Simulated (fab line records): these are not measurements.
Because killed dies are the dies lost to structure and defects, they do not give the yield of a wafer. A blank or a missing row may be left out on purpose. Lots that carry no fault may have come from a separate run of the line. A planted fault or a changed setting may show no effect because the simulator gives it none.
Chamber matching | flow nand-harc | NHARC_A_M1_STRIP_18 on rie-diel-06 has 4 sister chambers
The step strips in N2/H2. 4 wafers are shown with their chamber, then 7 later ones without.

== WAFERS WITH THEIR CHAMBER ==
wafer  | chamber | drypump-motor-current-A (A)
L833.6 | 1       | 6.2
L834.3 | 3       | 5.3
L836.2 | 2       | 5.7
L836.3 | 0       | 5.7

== WAFERS WHOSE CHAMBER IS MISSING ==
wafer  | drypump-motor-current-A (A)
L836.4 | 5.4
L835.1 | 5.7
L835.2 | 5.7
L835.6 | 5.7
L844.1 | 6.3
L844.2 | 5.7
L844.3 | 5.7

== WHICH CHAMBER EACH ONE RAN IN ==
wafer  | from the rows above     | in truth
L836.4 | 3                       | 3
L835.1 | can't be placed: 0 or 2 | 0
L835.2 | can't be placed: 0 or 2 | 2
L835.6 | can't be placed: 0 or 2 | 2
L844.1 | 1                       | 1
L844.2 | can't be placed: 0 or 2 | 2
L844.3 | can't be placed: 0 or 2 | 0
2 of 7 placed correctly. Cannot be placed on the basis of these rows: 5; the candidates contain the true chamber in 5. 0 placed wrongly.
How it was worked out, from the rows above alone: a wafer's distance from a chamber is the root of the sum, over the readings, of the square of ((its reading less the chamber's mean) divided by the reading's scatter). If the next closest chamber is less than 2 further off than the closest, the wafer can't be placed; otherwise it belongs to the closest. A chamber's mean is the mean of its shown wafers. The scatter (one wafer shown for each chamber): square how far every hidden wafer sits from the nearest shown wafer, average those squares and take the square root.
